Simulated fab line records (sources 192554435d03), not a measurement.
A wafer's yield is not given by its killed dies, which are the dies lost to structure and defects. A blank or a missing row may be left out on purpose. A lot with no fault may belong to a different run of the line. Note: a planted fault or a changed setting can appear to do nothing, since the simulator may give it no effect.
fab line records -- flow n5-finfet -- part 1 of 2: steps 1 to 18 of 19
record lots=6, wafers=18, last-day=18
route steps=1938 shown BEOL_M1@782 BEOL_M4@1111 PASSIVATION@1936
lots that met no fault: from a run of the same line without faults
start-h: start of the lot's first displayed wafer, in hours after the record's first day -- wait-h: hours since the lot's step before -- " repeats the value in the row above -- L1.1+2: a row that stands for several wafers -- - no value, or no start was given -- * or withheld: withheld -- < > ~ a bound
route shown NAME@n: names a module that has steps shown in the file, with the first one's number in the route -- usual: mean/standard deviation of fault-free wafers -- same: alike in all rows -- chamber/n: place in a boat -- sites: each site's reading -- _std_site: how widely they spread, as a standard deviation -- _edge_site: inner sites' mean taken away from outer sites' mean -- radius-mm: for every site, how far away it sits from the centre of the wafer -- mask NAME#n: copy n -- behind: the tool/chamber that last shaped the wafer -- hold: why the lot was held/for how many hours/how that ended -- device: the n, p or np transistor that did not switch -- end of line: the tests these same wafers got at the end of their route -- a step with no rows: only its recipe -- killed: not the wafer's yield, but the dies lost to structure and defects at the first sort -- map: a wafer's dies, marking killed ones x, the rest . and places with no die _
set.NAME: the setting the step ran with; set.NAME@STEP: the setting that earlier step ran with -- model.NAME: the simulator's own value behind a step, which no gauge read
certain route steps with their lots: each step a table, each wafer a row
services: when a tool's chamber went out of use (start-h, in hours from the record's first day, below 0 if earlier), for how many hours, and the reason
## steps
# step N5_BEOL_M1_SOFTBAKE_23
# recipe temp-c=110, time-s=60, resist=CAR-EUV
# step N5_BEOL_M1_EXPOSE_25
# recipe mask-id=V0, na=0.33, source-shape=quasar, sigma-inner=0.2, sigma-outer=0.8, polarization=unpolarized, defocus-nm=5, target-cd-nm=24, dose-mj=63
# step N5_BEOL_M1_PEB_26
# recipe peb-temp-c=100, peb-time-s=60, resist=CAR-EUV
# step N5_BEOL_M1_DEVELOP_27
# recipe develop-time-s=30, developer=TMAH, resist=CAR-EUV, rinse-liquid=surfactant-rinse, dry=air-spin, dev-temp-c=23
# step N5_BEOL_M1_CD_MEAS_28
# recipe landing-energy-ev=500, detector=se-inlens, target-cd-y-nm=23.3
# usual cd-nm=24.00/0.24
lot.wafer,tool,chamber,start-h,wait-h,cd-nm
L392.2,cd-sem-02,0,173.22,-,24.22
L392.3,cd-sem-02,0,173.22,-,23.87
L392.4,cd-sem-02,0,173.22,-,24.10
L393.1,cd-sem-01,0,177.93,-,23.70
L393.3,cd-sem-01,0,177.93,-,24.41
L393.5,cd-sem-01,0,177.93,-,24.01
L397.1,cd-sem-02,0,205.02,-,24.06
L397.2,cd-sem-02,0,205.02,-,23.46
L397.4,cd-sem-02,0,205.02,-,23.95
L405.1,cd-sem-01,0,253.65,-,24.12
L405.2,cd-sem-01,0,253.65,-,23.95
L405.5,cd-sem-01,0,253.65,-,24.08
L406.2,cd-sem-03,0,254.17,-,23.95
L406.3,cd-sem-03,0,254.17,-,23.64
L406.4,cd-sem-03,0,254.17,-,24.15
L407.1,cd-sem-02,0,262.36,-,23.95
L407.2,cd-sem-02,0,262.36,-,24.15
L407.3,cd-sem-02,0,262.36,-,23.47
# step N5_BEOL_M1_OVL_MEAS_29
# recipe points-per-wafer=522
# usual V0_OVL=0.2/0.69
lot.wafer,tool,chamber,start-h,wait-h,V0_OVL[nm]
L392.2,overlay-01,0,173.25,0.0,0.1
L392.3,overlay-01,0,173.25,0.0,-0.6
L392.4,overlay-01,0,173.25,0.0,1.7
L393.1,overlay-02,0,177.96,0.0,-0.3
L393.3,overlay-02,0,177.96,0.0,-0.2
L393.5,overlay-02,0,177.96,0.0,0.2
L397.1,overlay-01,0,205.05,0.0,-1.2
L397.2,overlay-01,0,205.05,0.0,0.5
L397.4,overlay-01,0,205.05,0.0,0.2
L405.1,overlay-02,0,253.68,0.0,0.6
L405.2,overlay-02,0,253.68,0.0,0.8
L405.5,overlay-02,0,253.68,0.0,0.8
L406.2,overlay-02,0,254.21,0.0,0.9
L406.3,overlay-02,0,254.21,0.0,0.9
L406.4,overlay-02,0,254.21,0.0,0.1
L407.1,overlay-02,0,262.39,0.0,2.0
L407.2,overlay-02,0,262.39,0.0,0.1
L407.3,overlay-02,0,262.39,0.0,1.3
# step N5_BEOL_M1_INSPECT_30
# recipe mode=adi, inspect-instrument=brightfield
# usual raw-defect-count=448/98
lot.wafer,tool,chamber,start-h,wait-h,raw-defect-count
L392.2,defect-inspect-01,-,173.31,0.1,543
L392.3,defect-inspect-01,-,173.31,0.1,335
L392.4,defect-inspect-01,-,173.31,0.1,422
L393.1,defect-inspect-02,-,178.02,0.1,644
L393.3,defect-inspect-02,-,178.02,0.1,452
L393.5,defect-inspect-02,-,178.02,0.1,456
L397.1,defect-inspect-01,-,205.11,0.1,302
L397.2,defect-inspect-01,-,205.11,0.1,336
L397.4,defect-inspect-01,-,205.11,0.1,517
L405.1,defect-inspect-02,-,253.74,0.1,355
L405.2,defect-inspect-02,-,253.74,0.1,388
L405.5,defect-inspect-02,-,253.74,0.1,400
L406.2,defect-inspect-01,-,254.26,0.0,438
L406.3,defect-inspect-01,-,254.26,0.0,311
L406.4,defect-inspect-01,-,254.26,0.0,401
L407.1,defect-inspect-02,-,262.45,0.1,390
L407.2,defect-inspect-02,-,262.45,0.1,260
L407.3,defect-inspect-02,-,262.45,0.1,364
# step N5_BEOL_M1_DESCUM_33
# recipe chemistry=O2, time-s=7, source-power-w=50, bias-power-w=20, pressure-mtorr=20, rf-frequency-hz=2.712e+07, temp-c=40, resist=CAR-EUV, o2-flow-sccm=225
# usual drypump-motor-current-A=5.4/0.45, oes-product-au=0.81/0.086, rf-vpp-V=243.1/1.2, showerhead-plenum-p-Torr=2.08/0.063, throttle-valve-pct=20.5/0.33
# same time-s=7
lot.wafer,tool,chamber,start-h,wait-h,drypump-motor-current-A,oes-product-au,rf-hours-counter-h,rf-vpp-V,showerhead-plenum-p-Torr,throttle-valve-pct
L392.2,rie-diel-05,2,173.35,0.0,5.9,0.85,61,244.4,2.12,20.3
L392.3,rie-diel-05,1,173.35,0.0,5.8,0.82,93,243.7,2.12,20.5
L392.4,rie-diel-05,2,173.35,0.0,5.8,0.86,-,243.6,2.12,20.3
L393.1,rie-diel-06,2,178.66,0.6,5.6,0.78,124,243.0,2.01,20.7
L393.3,rie-diel-06,1,178.66,0.6,6.3,0.90,25,246.4,2.21,20.1
L393.5,rie-diel-06,1,178.66,0.6,6.3,0.90,-,244.9,2.21,20.1
L397.1,rie-diel-05,0,205.15,0.0,5.1,0.76,130,244.3,2.02,20.7
L397.2,rie-diel-05,1,205.15,0.0,5.7,0.81,101,243.6,2.11,20.5
L397.4,rie-diel-05,3,205.15,0.0,5.6,0.66,224,245.1,2.13,20.4
L405.1,rie-diel-06,3,253.77,0.0,4.8,0.85,57,242.4,2.00,19.9
L405.2,rie-diel-06,2,253.77,0.0,5.6,0.76,147,240.3,2.00,20.7
L405.5,rie-diel-06,2,253.77,0.0,5.6,0.75,-,242.3,2.00,20.7
L406.2,rie-diel-06,3,254.30,0.0,4.8,0.85,57,242.1,2.00,19.9
L406.3,rie-diel-06,0,254.30,0.0,5.1,0.68,247,242.2,2.10,21.1
L406.4,rie-diel-06,2,254.30,0.0,5.6,0.76,147,241.1,2.00,20.7
L407.1,rie-diel-04,0,262.48,0.0,5.6,0.88,41,242.2,2.04,20.6
L407.2,rie-diel-04,1,262.48,0.0,5.4,0.70,211,244.2,2.07,20.8
L407.3,rie-diel-04,2,262.48,0.0,5.2,0.84,59,243.8,2.14,20.6
# step N5_BEOL_M1_ETCH_77
# recipe chemistry=N2/H2, target=underlayer, target-depth-a=65, mask-material=CAR-EUV, time-s=5.2, ion-energy-ev=200, pressure-mtorr=30, source-w=840, bias-w=150, n2-flow-sccm=200, h2-flow-sccm=200, ends=cleared
# usual drypump-motor-current-A=5.4/0.45, etch-rf-on-time-s=5.29/0.15, oes-product-au=0.68/0.068, rf-vpp-V=523.6/2.5, showerhead-plenum-p-Torr=2.54/0.071, throttle-valve-pct=17.9/0.3
lot.wafer,tool,chamber,start-h,wait-h,drypump-motor-current-A,etch-rf-on-time-s,oes-product-au,rf-hours-counter-h,rf-vpp-V,showerhead-plenum-p-Torr,throttle-valve-pct
L392.2,rie-diel-05,2,173.38,0.0,5.8,5.10,0.72,61,524.8,2.57,17.7
L392.3,rie-diel-05,1,173.38,0.0,5.8,5.03,0.70,93,527.4,2.56,17.7
L392.4,rie-diel-05,2,173.38,0.0,5.9,5.19,0.71,-,525.0,2.57,17.7
L393.1,rie-diel-06,2,178.70,0.0,5.6,5.30,0.65,124,522.1,2.45,18.1
L393.3,rie-diel-06,1,178.70,0.0,6.3,5.30,0.75,25,526.8,2.69,17.6
L393.5,rie-diel-06,1,178.70,0.0,6.3,5.28,0.75,-,527.7,2.69,17.6
L397.1,rie-diel-05,0,205.18,0.0,5.1,5.31,0.65,130,520.2,2.46,18.2
L397.2,rie-diel-05,1,205.18,0.0,5.8,5.07,0.70,101,524.2,2.55,17.7
L397.4,rie-diel-05,3,205.18,0.0,5.7,5.34,0.56,224,527.0,2.62,17.9
L405.1,rie-diel-06,3,253.81,0.0,4.8,5.41,0.71,57,522.2,2.49,17.7
L405.2,rie-diel-06,2,253.81,0.0,5.7,5.39,0.64,147,520.5,2.44,18.2
L405.5,rie-diel-06,2,253.81,0.0,5.7,5.37,0.63,-,518.7,2.44,18.2
L406.2,rie-diel-06,3,254.33,0.0,4.8,5.40,0.70,57,523.3,2.49,17.7
L406.3,rie-diel-06,0,254.33,0.0,5.0,5.47,0.57,247,522.5,2.52,18.5
L406.4,rie-diel-06,2,254.33,0.0,5.6,5.33,0.63,147,519.3,2.44,18.2
L407.1,rie-diel-04,0,262.52,0.0,5.6,5.38,0.73,41,521.5,2.49,18.0
L407.2,rie-diel-04,1,262.52,0.0,5.4,5.23,0.59,211,521.4,2.50,18.1
L407.3,rie-diel-04,2,262.52,0.0,5.2,5.52,0.70,59,526.3,2.59,17.9
# step N5_BEOL_M1_ETCH_69
# recipe chemistry=CF4, target=SiARC, target-depth-a=156, mask-material=CAR-EUV, time-s=26, ion-energy-ev=80, pressure-mtorr=40, source-w=545, bias-w=36, Ar_flow_sccm=100, cf4-flow-sccm=100, ends=cleared
# usual drypump-motor-current-A=5.4/0.45, etch-rf-on-time-s=26.4/0.78, oes-product-au=0.69/0.07, rf-vpp-V=184.0/1.1, showerhead-plenum-p-Torr=2.13/0.058, throttle-valve-pct=15.61/0.27
lot.wafer,tool,chamber,start-h,wait-h,drypump-motor-current-A,etch-rf-on-time-s,oes-product-au,rf-hours-counter-h,rf-vpp-V,showerhead-plenum-p-Torr,throttle-valve-pct
L392.2,rie-diel-05,2,173.40,0.0,5.9,25.2,0.74,61,184.7,2.15,15.41
L392.3,rie-diel-05,1,173.40,0.0,5.7,24.9,0.71,93,184.0,2.14,15.55
L392.4,rie-diel-05,2,173.40,0.0,5.9,25.2,0.73,-,184.1,2.15,15.41
L393.1,rie-diel-06,2,178.71,0.0,5.6,27.4,0.64,124,183.4,2.09,15.94
L393.3,rie-diel-06,1,178.71,0.0,6.3,26.6,0.75,25,185.7,2.27,15.43
L393.5,rie-diel-06,1,178.71,0.0,6.3,26.5,0.75,-,186.0,2.27,15.45
L397.1,rie-diel-05,0,205.20,0.0,5.2,26.9,0.65,130,183.0,2.06,15.77
L397.2,rie-diel-05,1,205.20,0.0,5.8,25.4,0.69,101,184.7,2.14,15.55
L397.4,rie-diel-05,3,205.20,0.0,5.6,26.9,0.57,224,184.0,2.21,15.79
L405.1,rie-diel-06,3,253.82,0.0,4.9,26.8,0.70,57,183.3,2.08,15.22
L405.2,rie-diel-06,2,253.82,0.0,5.6,26.8,0.64,147,182.2,2.08,16.00
L405.5,rie-diel-06,2,253.82,0.0,5.6,26.7,0.64,-,182.5,2.08,15.99
L406.2,rie-diel-06,3,254.35,0.0,4.8,26.6,0.71,57,184.5,2.08,15.23
L406.3,rie-diel-06,0,254.35,0.0,5.0,26.6,0.57,247,183.8,2.10,16.00
L406.4,rie-diel-06,2,254.35,0.0,5.6,26.7,0.64,147,184.0,2.08,15.98
L407.1,rie-diel-04,0,262.53,0.0,5.6,26.0,0.74,41,183.9,2.08,15.69
L407.2,rie-diel-04,1,262.53,0.0,5.3,26.2,0.60,211,183.6,2.11,15.98
L407.3,rie-diel-04,2,262.53,0.0,5.2,27.8,0.70,59,184.8,2.16,15.49
# step N5_BEOL_M1_ALD_98
# recipe material=SiO2, target-thk-a=25, temp-c=100, ald-precursor-family=BDEAS, ald-co-reactant=O2-plasma, pulse-time-s=1, co-reactant-pulse-time-s=1, purge-time-s=2, co-reactant-purge-time-s=2, ald-cycles=17, pressure-torr=2
# usual heater-power-w=76/7.9, precursor-pulse-height-rel=1.000/0.02
# same pulse-time-s=1
lot.wafer,tool,chamber,start-h,wait-h,heater-power-w,precursor-pulse-height-rel
L392.2,ald-sin-01,3,173.48,0.1,91,1.025
L392.3,ald-sin-01,2,173.48,0.1,68,0.978
L392.4,ald-sin-01,1,173.48,0.1,78,0.986
L393.1,ald-sin-04,3,178.79,0.1,80,0.970
L393.3,ald-sin-04,2,178.79,0.1,73,0.977
L393.5,ald-sin-04,0,178.79,0.1,67,1.013
L397.1,ald-sin-04,2,205.30,0.1,71,1.024
L397.2,ald-sin-04,1,205.30,0.1,92,1.024
L397.4,ald-sin-04,0,205.30,0.1,67,1.030
L405.1,ald-sin-01,1,253.97,0.1,77,0.990
L405.2,ald-sin-01,0,253.97,0.1,71,1.013
L405.5,ald-sin-01,0,253.97,0.1,72,0.933
L406.2,ald-sin-01,2,254.43,0.1,70,1.015
L406.3,ald-sin-01,1,254.43,0.1,79,0.988
L406.4,ald-sin-01,0,254.43,0.1,70,1.006
L407.1,ald-sin-02,0,262.61,0.1,74,0.977
L407.2,ald-sin-02,2,262.61,0.1,75,1.007
L407.3,ald-sin-02,1,262.61,0.1,74,1.017
# step N5_BEOL_M1_ETCHBACK_99
# recipe chemistry=CHF3, target=SiO2, target-depth-a=50, time-s=10.4, source-w=215, bias-w=47, Ar_flow_sccm=200, CHF3_flow_sccm=12, ion-energy-ev=100, pressure-mtorr=30
# usual drypump-motor-current-A=5.5/0.41, oes-product-au=0.80/0.086, rf-vpp-V=242/6.4, showerhead-plenum-p-Torr=2.15/0.067, throttle-valve-pct=17.13/0.25
# same time-s=10.4
lot.wafer,tool,chamber,start-h,wait-h,drypump-motor-current-A,oes-product-au,rf-hours-counter-h,rf-vpp-V,showerhead-plenum-p-Torr,throttle-valve-pct
L392.2,rie-diel-04,1,174.50,1.0,5.4,0.72,184,243,2.14,17.42
L392.3,rie-diel-04,0,174.50,1.0,5.6,0.93,14,239,2.09,17.04
L392.4,rie-diel-04,2,174.50,1.0,5.2,0.87,-,250,2.20,17.06
L393.1,rie-diel-04,2,183.59,4.7,5.1,0.87,35,249,2.20,17.08
L393.3,rie-diel-04,1,183.59,4.7,5.3,0.71,188,241,2.14,17.43
L393.5,rie-diel-04,0,183.59,4.7,5.6,0.92,-,240,2.09,17.03
L397.1,rie-diel-05,1,206.53,1.2,5.8,0.80,101,230,2.15,16.97
L397.2,rie-diel-05,0,206.53,1.2,5.1,0.76,130,246,2.06,17.23
L397.4,rie-diel-05,3,206.53,1.2,5.6,0.67,224,252,2.25,17.37
L405.1,rie-diel-05,3,256.43,2.4,5.7,0.66,239,251,2.24,17.40
L405.2,rie-diel-05,1,256.43,2.4,5.8,0.79,115,231,2.14,17.01
L405.5,rie-diel-05,3,256.43,2.4,5.7,0.67,-,251,2.24,17.40
L406.2,rie-diel-05,0,257.48,3.0,5.1,0.75,145,245,2.06,17.26
L406.3,rie-diel-05,2,257.48,3.0,5.8,0.81,84,234,2.16,16.91
L406.4,rie-diel-05,3,257.48,3.0,5.7,0.66,240,249,2.24,17.41
L407.1,rie-diel-04,0,265.93,3.3,5.6,0.87,41,238,2.08,17.11
L407.2,rie-diel-04,1,265.93,3.3,5.4,0.70,212,241,2.13,17.47
L407.3,rie-diel-04,3,265.93,3.3,4.8,0.92,26,236,2.13,16.78
# step N5_BEOL_M1_ETCH_70
# recipe chemistry=N2/H2, target=SOC, target-depth-a=800, overetch-a=160, mask-material=SiARC, temp-c=40, time-s=120, ion-energy-ev=200, pressure-mtorr=30, source-w=840, bias-w=150, n2-flow-sccm=200, h2-flow-sccm=200
# usual drypump-motor-current-A=5.5/0.41, oes-product-au=0.62/0.064, rf-vpp-V=523.9/2.2, showerhead-plenum-p-Torr=2.54/0.071, throttle-valve-pct=17.88/0.28
# same time-s=120
lot.wafer,tool,chamber,start-h,wait-h,drypump-motor-current-A,oes-product-au,rf-hours-counter-h,rf-vpp-V,showerhead-plenum-p-Torr,throttle-valve-pct,model.SiARC_of_BEOL_M1_COAT_68.thk-nm
L392.2,rie-diel-04,1,174.53,0.0,5.4,0.55,184,522.8,2.52,18.06,2.6
L392.3,rie-diel-04,0,174.53,0.0,5.6,0.71,14,523.3,2.50,17.93,6.4
L392.4,rie-diel-04,2,174.53,0.0,5.2,0.68,-,524.4,2.60,17.86,3
L393.1,rie-diel-04,2,183.62,0.0,5.2,0.68,35,525.6,2.60,17.87,6.6
L393.3,rie-diel-04,1,183.62,0.0,5.4,0.56,188,524.5,2.51,18.05,6.4
L393.5,rie-diel-04,0,183.62,0.0,5.6,0.70,-,523.0,2.50,17.91,2.6
L397.1,rie-diel-05,1,206.57,0.0,5.8,0.62,101,525.0,2.55,17.68,6.4
L397.2,rie-diel-05,0,206.57,0.0,5.2,0.59,130,521.7,2.46,18.12,6.4
L397.4,rie-diel-05,3,206.57,0.0,5.7,0.52,224,529.0,2.62,17.89,6.2
L405.1,rie-diel-05,3,256.47,0.0,5.7,0.52,239,526.6,2.61,17.92,6
L405.2,rie-diel-05,1,256.47,0.0,5.8,0.60,115,523.9,2.55,17.73,6.4
L405.5,rie-diel-05,3,256.47,0.0,5.7,0.51,-,526.7,2.61,17.90,6.2
L406.2,rie-diel-05,0,257.51,0.0,5.2,0.58,145,520.3,2.45,18.15,6.4
L406.3,rie-diel-05,2,257.51,0.0,5.8,0.62,84,525.5,2.56,17.69,6.6
L406.4,rie-diel-05,3,257.51,0.0,5.7,0.51,240,527.0,2.61,17.92,6.2
L407.1,rie-diel-04,0,265.97,0.0,5.6,0.66,41,522.0,2.49,17.97,6.6
L407.2,rie-diel-04,1,265.97,0.0,5.4,0.54,212,522.6,2.50,18.09,6.4
L407.3,rie-diel-04,3,265.97,0.0,4.8,0.69,26,521.6,2.47,17.26,6.4
# step N5_BEOL_M1_STRIP_71
# recipe chemistry=N2/H2, temp-c=40, n2-flow-sccm=200, h2-flow-sccm=200, rf-frequency-hz=6e+07
# step N5_BEOL_M1_STRIP_78
# recipe chemistry=N2/H2, temp-c=40, n2-flow-sccm=200, h2-flow-sccm=200, rf-frequency-hz=6e+07
# step N5_BEOL_M1_VIA_ETCH_34
# recipe chemistry=C4F6/O2, target-depth-a=678, mask-material=SOC, pressure-mtorr=15, ion-energy-ev=250, taper-deg=4, time-s=64.4, source-w=350, bias-w=170, Ar_flow_sccm=300, C4F6_flow_sccm=10, O2_flow_sccm=10
# usual O2_flow_sccm=9.998/0.027, drypump-motor-current-A=5.5/0.41, oes_o_777_au=0.79/0.087, oes-product-au=0.80/0.086, rf-vpp-V=668/17, showerhead-plenum-p-Torr=2.84/0.084, throttle-valve-pct=30.8/0.33
# same time-s=64.4
lot.wafer,tool,chamber,start-h,wait-h,O2_flow_sccm,drypump-motor-current-A,oes_o_777_au,oes-product-au,rf-hours-counter-h,rf-vpp-V,showerhead-plenum-p-Torr,throttle-valve-pct,model.BEOL_M1.cd-nm
L392.2,rie-diel-04,1,174.63,0.0,10.040,5.4,0.73,0.72,184,667,2.83,31.0,19.6
L392.3,rie-diel-04,0,174.63,0.0,10.018,5.6,0.92,0.92,14,665,2.76,30.7,17.6
L392.4,rie-diel-04,2,174.63,0.0,9.934,5.2,0.84,0.87,-,690,2.91,30.9,19
L393.1,rie-diel-04,2,183.72,0.0,9.961,5.2,0.82,0.86,35,689,2.91,30.9,17.4
L393.3,rie-diel-04,1,183.72,0.0,10.012,5.4,0.73,0.72,188,666,2.82,31.0,18.2
L393.5,rie-diel-04,0,183.72,0.0,9.985,5.6,0.90,0.91,-,663,2.76,30.7,19.6
L397.1,rie-diel-05,1,206.67,0.0,9.933,5.8,0.85,0.81,101,639,2.84,30.5,17.6
L397.2,rie-diel-05,0,206.67,0.0,10.018,5.1,0.75,0.77,130,677,2.73,31.0,17.6
L397.4,rie-diel-05,3,206.67,0.0,9.963,5.7,0.65,0.67,224,692,2.96,31.2,17.6
L405.1,rie-diel-05,3,256.57,0.0,10.024,5.7,0.63,0.67,239,691,2.96,31.2,18.2
L405.2,rie-diel-05,1,256.57,0.0,9.981,5.8,0.83,0.79,115,636,2.83,30.5,18.2
L405.5,rie-diel-05,3,256.57,0.0,9.986,5.7,0.64,0.67,-,691,2.96,31.2,18.2
L406.2,rie-diel-05,0,257.61,0.0,9.970,5.1,0.73,0.75,145,676,2.72,31.1,18
L406.3,rie-diel-05,2,257.61,0.0,9.975,5.8,0.86,0.80,84,646,2.85,30.5,18
L406.4,rie-diel-05,3,257.61,0.0,9.980,5.7,0.63,0.66,240,690,2.96,31.2,18.2
L407.1,rie-diel-04,0,266.07,0.0,9.994,5.6,0.85,0.86,41,663,2.75,30.7,17.2
L407.2,rie-diel-04,1,266.07,0.0,9.971,5.4,0.71,0.69,212,667,2.81,31.1,17.6
L407.3,rie-diel-04,3,266.07,0.0,10.042,4.8,0.89,0.92,26,654,2.81,30.7,18
# step N5_BEOL_M1_STRIP_83
# recipe chemistry=C4F6/O2, resist=SiARC, rf-frequency-hz=6e+07
# step N5_BEOL_M4_RC_MEAS_101
# usual DIBL_N=36.6/2.3, DIBL_P=36.3/2.8, IOFF_N=0.17/0.047, IOFF_P=0.22/0.048, ION_N=676/14, ION_P=463/9.4, SS_N=71.6/0.84, SS_P=73.4/0.85, VT_N=249/3.7, VT_P=-249/3.6
lot.wafer,tool,chamber,start-h,wait-h,DIBL_N[mV/V],DIBL_P[mV/V],IOFF_N[nA/um],IOFF_P[nA/um],ION_N[uA/um],ION_P[uA/um],SS_N[mV/dec],SS_P[mV/dec],VT_N[mV],VT_P[mV]
L392.2,prober-02,0,214.70,0.2,37.0,37.2,0.17,0.19,678,459,72.2,73.2,250,-254
L392.3,prober-02,0,214.70,0.2,37.4,35.3,0.18,0.17,655,442,72.9,73.4,250,-254
L392.4,prober-02,0,214.70,0.2,33.6,31.3,0.11,0.13,637,441,70.7,72.1,257,-260
L393.1,prober-01,0,220.53,0.0,30.7,29.7,0.09,0.16,660,464,69.3,71.8,256,-251
L393.3,prober-01,0,220.53,0.0,38.3,36.9,0.24,0.25,678,467,73.1,73.7,247,-246
L393.5,prober-01,0,220.53,0.0,31.2,30.3,0.10,0.16,669,463,71.0,71.8,255,-248
L397.1,prober-01,0,243.52,0.0,36.0,35.1,0.15,0.20,676,462,71.3,73.4,250,-252
L397.2,prober-01,0,243.52,0.0,35.0,34.5,0.13,0.19,654,454,70.9,73.1,254,-252
L397.4,prober-01,0,243.52,0.0,39.0,39.0,0.19,0.26,672,463,71.7,74.2,248,-247
L405.1,prober-02,0,290.97,0.0,33.1,33.5,0.11,0.18,662,462,70.5,73.1,253,-252
L405.2,prober-02,0,290.97,0.0,32.9,32.5,0.11,0.16,656,459,71.0,73.2,250,-252
L405.5,prober-02,0,290.97,0.0,36.1,36.9,0.16,0.25,682,471,72.2,73.9,249,-249
L406.2,prober-01,0,309.97,0.2,39.6,39.5,0.21,0.24,679,456,72.4,75.8,249,-250
L406.3,prober-01,0,309.97,0.2,35.6,33.8,0.14,0.17,671,456,71.0,74.0,250,-251
L406.4,prober-01,0,309.97,0.2,39.6,40.1,0.22,0.25,686,463,71.7,74.7,244,-249
L407.1,prober-02,0,310.00,0.0,38.8,39.8,0.25,0.30,695,471,72.7,74.7,243,-244
L407.2,prober-02,0,310.00,0.0,33.5,34.2,0.13,0.19,691,475,71.0,73.2,251,-252
L407.3,prober-02,0,310.00,0.0,37.5,35.8,0.20,0.21,659,451,73.5,72.6,251,-249
## key
first-sign none at tools or gauges
model-effect step=N5_BEOL_M1_ETCH_70, value=SiARC_of_BEOL_M1_COAT_68.thk-nm, without=6.467, struck=2.733
model-effect step=N5_BEOL_M1_VIA_ETCH_34, value=BEOL_M1.cd-nm, without=17.67, struck=19.4
met-at N5_BEOL_M1_ETCH_70
struck-wafers L392.2,L392.4,L393.5
baseline-loss step=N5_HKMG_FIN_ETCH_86, wafers=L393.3
fault kind=process-parameter-drift, tool=rie-diel-04, chamber=-, onset-h=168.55, steps=N5_BEOL_M1_ETCH_70, channel=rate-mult, offset=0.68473, shape=step, end-h=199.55, scope=struck-wafers-only
# baseline-loss: these wafers lose ten dies or more at that step, a loss of the line's own and not of a fault; the sort's usual values leave them out
